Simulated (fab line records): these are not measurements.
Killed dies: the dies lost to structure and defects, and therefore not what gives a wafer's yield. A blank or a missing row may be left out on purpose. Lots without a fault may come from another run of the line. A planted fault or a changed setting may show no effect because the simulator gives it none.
Matching of chambers | flow n5Finfet | uvCure-01 running N5_BEOL_M10_CURE_72: 3 sister chambers
The step cures SiCOH lowk, time 120 s. 3 wafers are shown with their chamber, then 7 later ones without.

== WAFERS, EACH WITH ITS CHAMBER ==
wafer  | chamber | wafer_temp_C_max
L080.5 | 2       | 371.8
L077.6 | 1       | 371.5
L084.4 | 0       | 372.5

== WAFERS WITHOUT THEIR CHAMBER ==
wafer  | wafer_temp_C_max
L084.6 | 373.1
L091.2 | 371.1
L091.3 | 371.0
L091.5 | 371.1
L090.3 | 371.4
L090.4 | 371.4
L090.6 | 371.4

== THE CHAMBER EACH PASSED THROUGH ==
wafer  | from the rows above     | in truth
L084.6 | can't be placed: 0 or 2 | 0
L091.2 | can't be placed: 1 or 2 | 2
L091.3 | can't be placed: 1 or 2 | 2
L091.5 | can't be placed: 1 or 2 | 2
L090.3 | can't be placed: 1 or 2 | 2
L090.4 | can't be placed: 1 or 2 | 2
L090.6 | can't be placed: 1 or 2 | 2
Placed correctly: 0 of 7. Cannot be placed on the basis of these rows: 7; the candidates contain the true chamber in 7. Placed wrongly: 0.
How it was worked out, from the rows above alone: a wafer's distance from a chamber is the root of the sum, over the readings, of the square of ((its reading less the chamber's mean) divided by the reading's scatter). If the next closest chamber is less than 2 further off than the closest, the wafer can't be placed; otherwise it belongs to the closest. A chamber's mean is the mean of its shown wafers. The scatter: with one shown wafer a chamber, the root of the mean of the squares of how far each hidden wafer lies from its nearest shown one.
